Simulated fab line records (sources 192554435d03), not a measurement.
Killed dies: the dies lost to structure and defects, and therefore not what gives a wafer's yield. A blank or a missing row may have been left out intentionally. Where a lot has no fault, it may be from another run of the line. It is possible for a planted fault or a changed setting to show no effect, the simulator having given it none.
fab line records	flow n5-finfet
record: lots: 11	wafers: 31	last-day: 19
route steps=1938 shown BEOL_M4@1087 BEOL_M5@1128 PASSIVATION@1936
lots with no fault: from the same line, run without faults
start-h: start of the lot's first displayed wafer, in hours after the record's first day	wait-h: hours since the lot's step before	" identical to the entry in the row above	L1.1+2: one row covering several wafers at once	- no value, or no start given	* or withheld: withheld	< > ~ a bound
route shown NAME@n: NAME is a module with steps in the file, n the number in the route of the first one	usual: mean and standard deviation over wafers with no fault	same: alike in all rows	chamber/n: place in a boat	sites: the reading at each site	_std_site: standard deviation across them	_edge_site: inner sites' mean taken away from outer sites' mean	radius-mm: how far each site lies from the wafer's centre	mask NAME#n: copy n	behind: the tool/chamber that last shaped the wafer	hold: the reason the lot was held/the length of the hold in hours/how it ended	device: the n, p or np transistor that did not switch	end of line: tests run on the same wafers once the route is complete	a step given without rows: its recipe and nothing more	killed: dies that structure and defects cost at the first sort, which is not the same as the wafer's yield	map: per-die view of a wafer (x killed, . not killed, _ where there is no die)
set.NAME: the run value of the setting; set.NAME@STEP: its run value at that earlier step	model.NAME: the simulator's own value behind a step, which no gauge read
the route's steps for a sample of lots (tables are steps, rows are wafers)
services: when a tool's chamber went out of use (start-h, in hours from the record's first day, below 0 if earlier), for how many hours, and the reason
== steps ==
step: N5_BEOL_M4_ANNEAL_80
recipe: temp-c: 400	time-s: 240	ambient: vacuum
usual: heater-power-w: 856/91
lot.wafer	tool	chamber	start-h	wait-h	heater-power-w
L656.3	pvd-sputter-03	-	195.71	0.0	765
L656.5	"	-	"	"	817
L656.6	"	-	"	"	761
L658.1	pvd-sputter-02	-	203.37	0.0	1039
L658.2	"	-	"	"	718
L658.6	"	-	"	"	737
L659.2	pvd-sputter-03	-	212.09	0.0	804
L659.6	"	-	"	"	794
L662.5	pvd-sputter-02	-	236.10	0.1	1047
L662.6	"	-	"	"	733
L663.1	pvd-sputter-01	-	238.79	0.0	905
L663.2	"	-	"	"	796
L663.5	"	-	"	"	889
L665.1	pvd-sputter-01	-	243.81	0.0	910
L665.2	"	-	"	"	783
L665.3	"	-	"	"	976
L666.1	pvd-sputter-01	-	250.15	0.0	889
L666.5	"	-	"	"	971
L666.6	"	-	"	"	914
L668.1	pvd-sputter-03	-	278.47	0.0	914
L668.3	"	-	"	"	772
L668.5	"	-	"	"	902
L673.1	pvd-sputter-02	-	289.28	0.0	751
L673.4	"	-	"	"	1018
L673.6	"	-	"	"	727
L674.2	pvd-sputter-02	-	291.46	0.0	723
L674.3	"	-	"	"	1016
L674.6	"	-	"	"	731
L678.1	pvd-sputter-03	-	340.13	0.0	882
L678.3	"	-	"	"	793
L678.4	"	-	"	"	839
step: N5_BEOL_M4_SPUTTER_86
recipe: material: Cu	target-thk-a: 45	temp-c: -20	chamber-pressure-pa: 0.07	power-w: withheld	time-s: 8.29
usual: throttle-valve-pct: 30.0/0.96
lot.wafer	tool	chamber	start-h	wait-h	throttle-valve-pct
L656.3	pvd-sputter-03	-	196.07	0.1	30.8
L656.5	"	-	"	"	30.0
L656.6	"	-	"	"	30.5
L658.1	pvd-sputter-02	-	203.73	0.1	29.7
L658.2	"	-	"	"	31.2
L658.6	"	-	"	"	29.2
L659.2	pvd-sputter-03	-	212.45	0.1	30.0
L659.6	"	-	"	"	30.3
L662.5	pvd-sputter-02	-	236.43	0.0	29.5
L662.6	"	-	"	"	29.9
L663.1	pvd-sputter-01	-	239.15	0.1	29.6
L663.2	"	-	"	"	32.0
L663.5	"	-	"	"	29.8
L665.1	pvd-sputter-01	-	244.17	0.1	30.3
L665.2	"	-	"	"	32.0
L665.3	"	-	"	"	28.6
L666.1	pvd-sputter-01	-	250.51	0.1	30.2
L666.5	"	-	"	"	28.9
L666.6	"	-	"	"	30.0
L668.1	pvd-sputter-03	-	278.83	0.1	28.4
L668.3	"	-	"	"	31.0
L668.5	"	-	"	"	28.4
L673.1	pvd-sputter-02	-	289.64	0.1	31.0
L673.4	"	-	"	"	29.6
L673.6	"	-	"	"	29.8
L674.2	pvd-sputter-02	-	291.82	0.1	29.7
L674.3	"	-	"	"	29.8
L674.6	"	-	"	"	31.2
L678.1	pvd-sputter-03	-	340.49	0.1	28.7
L678.3	"	-	"	"	30.8
L678.4	"	-	"	"	30.3
step: N5_BEOL_M4_SPUTTER_92
recipe: material: Cu	target-thk-a: 45	temp-c: -20	chamber-pressure-pa: 0.07	power-w: withheld	time-s: 8.29
usual: throttle-valve-pct: 30.0/0.99
lot.wafer	tool	chamber	start-h	wait-h	throttle-valve-pct
L656.3	pvd-sputter-03	-	196.73	0.1	30.8
L656.5	"	-	"	"	29.6
L656.6	"	-	"	"	30.9
L658.1	pvd-sputter-02	-	204.39	0.1	29.5
L658.2	"	-	"	"	31.5
L658.6	"	-	"	"	29.4
L659.2	pvd-sputter-03	-	213.11	0.1	29.8
L659.6	"	-	"	"	30.1
L662.5	pvd-sputter-02	-	237.09	0.0	29.9
L662.6	"	-	"	"	29.6
L663.1	pvd-sputter-01	-	239.81	0.1	29.4
L663.2	"	-	"	"	32.1
L663.5	"	-	"	"	30.0
L665.1	pvd-sputter-01	-	244.83	0.1	30.0
L665.2	"	-	"	"	31.9
L665.3	"	-	"	"	28.6
L666.1	pvd-sputter-01	-	251.17	0.1	29.9
L666.5	"	-	"	"	28.8
L666.6	"	-	"	"	30.1
L668.1	pvd-sputter-03	-	279.49	0.1	28.5
L668.3	"	-	"	"	30.8
L668.5	"	-	"	"	28.7
L673.1	pvd-sputter-02	-	290.30	0.1	31.1
L673.4	"	-	"	"	29.6
L673.6	"	-	"	"	29.9
L674.2	pvd-sputter-02	-	292.48	0.1	29.2
L674.3	"	-	"	"	29.5
L674.6	"	-	"	"	31.1
L678.1	pvd-sputter-03	-	341.15	0.1	28.3
L678.3	"	-	"	"	30.9
L678.4	"	-	"	"	29.7
step: N5_BEOL_M4_CMP_52
recipe: stop-on: SiOC	t-overpolish-s: 6.8	down-force-psi: 1	platen-rpm: 50	clearing-platen-down-force-psi: 1.5	clearing-platen-rpm: 50	post-cmp-clean: cu-alkaline	target-thk-nm: 40	clearing-platen-pad-velocity-m-s: 0.99484	pad-velocity-m-s: 0.99484
usual: barrier-field-endpoint-s: 24.6/0.6	clearing-platen-down-force-psi: 1.500/0.0032	motor-current-A: 6.1/0.62	overpolish-run-s: 6.800/0.0093	time-to-endpoint-s: 62/3.1
lot.wafer	tool	chamber	start-h	wait-h	barrier-field-endpoint-s	clearing-platen-down-force-psi	motor-current-A	overpolish-run-s	time-to-endpoint-s
L656.3	cmp-04	3	199.20	0.2	25.0	1.501	6.6	6.817	65
L656.5	"	1	"	"	25.2	1.502	5.7	6.797	63
L656.6	"	2	"	"	25.6	1.498	6.6	6.783	61
L658.2	cmp-04	1	205.36	0.2	24.0	1.497	5.9	6.793	59
L658.1	"	2	"	"	24.4	1.502	6.3	6.795	59
L658.6	"	0	"	"	25.0	1.500	6.2	6.796	62
L659.2	cmp-04	1	214.08	0.2	24.6	1.502	6.0	6.796	63
L659.6	"	1	"	"	24.4	1.500	6.1	6.801	63
L662.5	cmp-01	3	238.39	0.3	24.1	1.498	5.6	6.796	60
L662.6	"	0	"	"	23.1	1.503	7.4	6.802	55
L663.2	cmp-01	0	240.74	0.2	23.6	1.504	7.1	6.799	61
L663.1	"	3	"	"	25.0	1.497	5.1	6.807	63
L663.5	"	0	"	"	24.8	1.501	7.2	6.800	60
L665.3	cmp-01	2	246.41	0.2	23.7	1.502	5.5	6.809	58
L665.1	"	3	"	"	24.2	1.502	5.7	6.790	62
L665.2	"	0	"	"	23.7	1.493	6.9	6.791	55
L666.1	cmp-01	2	252.22	0.4	23.5	1.497	5.6	6.800	62
L666.5	"	3	"	"	24.9	1.498	5.6	6.795	62
L666.6	"	0	"	"	24.3	1.499	7.3	6.791	59
L668.1	cmp-01	3	280.51	0.3	24.9	1.502	5.3	6.794	68
L668.3	"	0	"	"	24.8	1.497	7.2	6.800	62
L668.5	"	2	"	"	24.8	1.495	5.5	6.799	63
L673.4	cmp-03	0	291.31	0.2	23.9	1.498	7.1	6.813	59
L673.1	"	1	"	"	25.3	1.497	5.1	6.798	67
L673.6	"	2	"	"	24.9	1.502	6.5	6.793	64
L674.3	cmp-01	2	293.45	0.2	24.7	1.507	5.4	6.791	62
L674.2	"	0	"	"	24.3	1.498	7.0	6.800	64
L674.6	"	1	"	"	24.9	1.496	6.0	6.797	62
L678.4	cmp-04	0	342.14	0.2	25.6	1.497	6.0	6.779	67
L678.1	"	1	"	"	24.1	1.501	5.7	6.793	63
L678.3	"	2	"	"	24.2	1.498	5.9	6.813	61
step: N5_BEOL_M4_INSPECT_59
recipe: inspect-instrument: darkfield	mode: post-dep
usual: raw-defect-count: 74/23
lot.wafer	tool	chamber	start-h	wait-h	raw-defect-count
L656.3	defect-inspect-02	-	199.71	0.0	58
L656.5	"	-	"	"	58
L656.6	"	-	"	"	70
L658.1	defect-inspect-01	-	205.90	0.0	71
L658.2	"	-	"	"	104
L658.6	"	-	"	"	84
L659.2	defect-inspect-02	-	214.63	0.0	73
L659.6	"	-	"	"	63
L662.5	defect-inspect-02	-	238.82	0.0	79
L662.6	"	-	"	"	110
L663.1	defect-inspect-01	-	241.35	0.0	102
L663.2	"	-	"	"	80
L663.5	"	-	"	"	118
L665.1	defect-inspect-02	-	246.99	0.0	69
L665.2	"	-	"	"	112
L665.3	"	-	"	"	95
L666.1	defect-inspect-02	-	252.72	0.0	98
L666.5	"	-	"	"	77
L666.6	"	-	"	"	113
L668.1	defect-inspect-02	-	281.01	0.0	100
L668.3	"	-	"	"	116
L668.5	"	-	"	"	69
L673.1	defect-inspect-02	-	291.82	0.0	51
L673.4	"	-	"	"	51
L673.6	"	-	"	"	107
L674.2	defect-inspect-02	-	294.01	0.0	1377
L674.3	"	-	"	"	36
L674.6	"	-	"	"	40
L678.1	defect-inspect-01	-	342.74	0.0	54
L678.3	"	-	"	"	85
L678.4	"	-	"	"	54
step: N5_BEOL_M5_INSPECT_13
recipe: mode: adi	inspect-instrument: brightfield
usual: raw-defect-count: 438/100
lot.wafer	tool	chamber	start-h	wait-h	raw-defect-count
L656.3	defect-inspect-02	-	202.63	0.0	358
L656.5	"	-	"	"	372
L656.6	"	-	"	"	431
L658.1	defect-inspect-02	-	208.85	0.1	596
L658.2	"	-	"	"	487
L658.6	"	-	"	"	394
L659.2	defect-inspect-02	-	218.16	0.0	618
L659.6	"	-	"	"	592
L662.5	defect-inspect-02	-	241.64	0.0	651
L662.6	"	-	"	"	486
L663.1	defect-inspect-02	-	245.08	0.1	743
L663.2	"	-	"	"	381
L663.5	"	-	"	"	415
L665.1	defect-inspect-01	-	252.80	0.1	412
L665.2	"	-	"	"	486
L665.3	"	-	"	"	444
L666.1	defect-inspect-02	-	256.25	0.1	588
L666.5	"	-	"	"	489
L666.6	"	-	"	"	588
L668.1	defect-inspect-02	-	284.29	0.1	371
L668.3	"	-	"	"	374
L668.5	"	-	"	"	284
L673.1	defect-inspect-02	-	295.38	0.1	384
L673.4	"	-	"	"	390
L673.6	"	-	"	"	443
L674.2	defect-inspect-02	-	297.39	0.0	1644
L674.3	"	-	"	"	259
L674.6	"	-	"	"	346
L678.1	defect-inspect-02	-	345.97	0.1	303
L678.3	"	-	"	"	341
L678.4	"	-	"	"	346
step: N5_PASSIVATION_PROBE_49
usual: defect-limited-yield: 91.6/1.4	killed_at_M0_to_M3: 33/10	killed_at_M4_up: 13/5.3	killed-at-contacts: 13/5.9	killed-at-front-end: 36/12	killed-at-other: 4/3.1	killed-dies: 99/16	killed-on-rim: 13/4.2	killed-open: 65/13	killed-short: 32/7.3	sort_bin_5_function: 4.9/0.9	sort_bin_6_memory: 3.1/0.66	sort-n-pass: 1081/17	sort-yield-pct: 91.6/1.4
same: gross-dies: 1180	killed-at-back-side: 0	sort_bin_4_leakage[%]: 0	sort_bin_8_speed[%]: 0
lot.wafer	tool	chamber	start-h	wait-h	defect-limited-yield[%]	killed_at_M0_to_M3	killed_at_M4_up	killed-at-contacts	killed-at-front-end	killed-at-other	killed-dies	killed-on-rim	killed-open	killed-short	sort_bin_5_function[%]	sort_bin_6_memory[%]	sort-n-pass	sort-yield-pct[%]
L659.2	prober-01	-	321.06	0.1	91.9	30	5	23	30	7	95	8	49	43	5.0	2.9	1085	91.9
L659.6	prober-01	-	321.26	0.3	91.4	39	9	22	31	0	101	15	65	36	5.3	2.8	1079	91.4
L666.1	prober-02	-	353.36	0.0	92.1	19	22	5	41	6	93	9	58	27	4.7	2.8	1087	92.1
L666.5	prober-02	-	353.56	0.2	91.9	31	27	3	28	6	95	10	62	33	4.5	3.3	1085	91.9
L666.6	prober-02	-	353.61	0.3	89.9	50	8	12	40	9	119	26	80	37	5.8	3.6	1061	89.9
L668.1	prober-02	-	385.20	0.0	91.0	28	16	11	49	2	106	12	73	33	5.0	3.6	1074	91.0
L668.3	prober-02	-	385.30	0.1	91.4	24	18	13	43	3	101	12	66	29	5.5	2.4	1079	91.4
L668.5	prober-02	-	385.40	0.2	92.1	33	8	9	41	2	93	14	56	36	4.9	2.9	1087	92.1
L674.2	prober-01	-	404.33	0.1	31.7	8	776	6	13	3	806	104	25	14	44.4	18.2	374	31.7
L674.3	prober-01	-	404.38	0.1	92.6	22	16	13	31	5	87	12	56	27	4.5	2.4	1093	92.6
L674.6	prober-01	-	404.53	0.3	91.5	30	18	5	42	5	100	15	58	35	4.7	3.6	1080	91.5
killed by level:class
L659.2 MOL_CONTACT_COAG:geometric-particle:open=12 DUMMY_GATE:geometric-particle:open=11 MOL_CONTACT_COAG:geometric-particle:short=9 BEOL_M0_SAQP:geometric-particle:short=9 BEOL_M0_SAQP:geometric-particle:open=9 FIN_SAQP:geometric-particle:short=6 PAD_METAL:geometric-particle:short=5 BEOL_M2:geometric-particle:open=4
L659.6 MOL_CONTACT_COAG:geometric-particle:open=19 BEOL_M2:geometric-particle:open=12 BEOL_M0_SAQP:geometric-particle:short=9 BEOL_M0_SAQP:geometric-particle:open=8 STI_FIN_REVEAL:geometric-particle:open=7 FIN_SAQP:geometric-particle:short=6 BEOL_M2:geometric-particle:short=4 STARTING-WAFER:geometric-particle:open=4
L666.1 DUMMY_GATE:geometric-particle:open=7 FIN_SAQP:geometric-particle:open=5 STI_FIN_REVEAL:geometric-particle:open=5 BEOL_M4:geometric-particle:open=5 HKMG_FIN:area-etch=5 MOL_CONTACT_COAG:geometric-particle:open=4 BEOL_M1:geometric-particle:open=4 BEOL_M6:geometric-particle:open=4
L666.5 BEOL_M4:geometric-particle:open=14 BEOL_M0_SAQP:geometric-particle:open=8 STI_FIN_REVEAL:geometric-particle:open=6 BEOL_M0_SAQP:geometric-particle:short=6 BEOL_M4:geometric-particle:short=5 BEOL_M1:geometric-particle:open=5 BEOL_M3:geometric-particle:open=4 STARTING-WAFER:geometric-particle:open=4
L666.6 BEOL_M0_SAQP:geometric-particle:short=12 STI_FIN_REVEAL:geometric-particle:open=11 MOL_CONTACT_COAG:geometric-particle:open=10 BEOL_M2:geometric-particle:open=9 BEOL_M3:geometric-particle:open=8 BEOL_M0_SAQP:geometric-particle:open=7 BEOL_M1:geometric-particle:open=7 DUMMY_GATE:geometric-particle:open=5
L668.1 FIN_SAQP:geometric-particle:open=21 BEOL_M2:geometric-particle:open=9 MOL_CONTACT_COAG:geometric-particle:open=7 DUMMY_GATE:geometric-particle:open=7 FIN_SAQP:geometric-particle:short=6 BEOL_M0_SAQP:geometric-particle:open=6 BEOL_M0_SAQP:geometric-particle:short=6 BEOL_M4:geometric-particle:open=6
L668.3 FIN_SAQP:geometric-particle:open=13 MOL_CONTACT_COAG:geometric-particle:open=10 BEOL_M0_SAQP:geometric-particle:open=7 BEOL_M4:geometric-particle:open=7 HKMG_FIN:area-etch=6 DUMMY_GATE:geometric-particle:open=5 BEOL_M0_SAQP:geometric-particle:short=5 BEOL_M7:geometric-particle:open=4
L668.5 FIN_SAQP:geometric-particle:short=9 FIN_SAQP:geometric-particle:open=9 BEOL_M0_SAQP:geometric-particle:short=9 MOL_CONTACT_COAG:geometric-particle:open=8 BEOL_M2:geometric-particle:open=8 GATE_CUT:geometric-particle:short=6 STARTING-WAFER:geometric-particle:open=6 BEOL_M0_SAQP:geometric-particle:open=5
L674.2 BEOL_M4:unspecified=766 GATE_CUT:geometric-particle:short=5 MOL_CONTACT_COAG:geometric-particle:open=4 FIN_SAQP:geometric-particle:short=3 BEOL_M5:geometric-particle:open=3 MOL_CONTACT_COAG:geometric-particle:short=2 BEOL_M0_SAQP:geometric-particle:short=2 BEOL_M1:geometric-particle:open=2
L674.3 MOL_CONTACT_COAG:geometric-particle:open=12 GATE_CUT:geometric-particle:open=8 BEOL_M3:geometric-particle:open=7 BEOL_M0_SAQP:geometric-particle:open=6 BEOL_M4:geometric-particle:open=6 BEOL_M4:geometric-particle:short=4 STI_FIN_REVEAL:geometric-particle:open=3 GATE_CUT:geometric-particle:short=3
L674.6 GATE_CUT:geometric-particle:short=9 BEOL_M0_SAQP:geometric-particle:short=7 GATE_CUT:geometric-particle:open=6 BEOL_M0_SAQP:geometric-particle:open=6 BEOL_M5:geometric-particle:open=6 STI_FIN_REVEAL:geometric-particle:open=5 BEOL_M3:geometric-particle:open=5 STARTING-WAFER:geometric-particle:short=4
== services ==
tool	chamber	start-h	hours	kind
cmp-04	-	174.28	2.0	repair
cmp-03	-	205.77	5.1	pm
cmp-03	-	211.24	3.4	pm
cmp-03	-	215.43	0.8	repair
cmp-03	-	216.23	10.9	pm
cmp-03	-	230.18	2.7	repair
cmp-01	-	232.11	4.0	pm
cmp-01	-	236.11	-	consumable-replace:conditioner
cmp-01	-	236.11	-	consumable-replace:pad
cmp-03	-	240.72	4.0	pm
cmp-03	-	244.72	-	consumable-replace:conditioner
cmp-03	-	244.72	-	consumable-replace:pad
cmp-03	-	257.37	10.0	repair
cmp-01	-	275.76	1.8	repair
cmp-04	-	314.51	2.5	repair
cmp-01	-	331.94	3.6	pm
cmp-03	-	332.25	1.2	repair
== key ==
first-sign: step: N5_BEOL_M4_INSPECT_59	reading: raw-defect-count	direction: up	sigmas: 56	usual: 74	struck: 1377
effect: step: N5_BEOL_M5_INSPECT_13	reading: raw-defect-count	direction: up	sigmas: 12	usual: 438	struck: 1644
effect: step: N5_PASSIVATION_PROBE_49	reading: killed_at_M4_up	direction: up	sigmas: 99+	usual: 13	struck: 776
more-kills-born-at: N5_BEOL_M4_CMP_52@cmp-01: 766
met-at N5_BEOL_M4_CMP_52
struck-lots L674
struck-wafers L674.2
not-acting-at N5_BEOL_M4_ANNEAL_80,N5_BEOL_M4_SPUTTER_86,N5_BEOL_M4_SPUTTER_92
onset-between 280.51 293.45
fault: kind: chamber-particle-source	tool: cmp-01	chamber: 0	onset-h: 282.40	steps: N5_BEOL_M4_CMP_52	rate-per-visit-cm2: 1.9953	end-h: 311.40
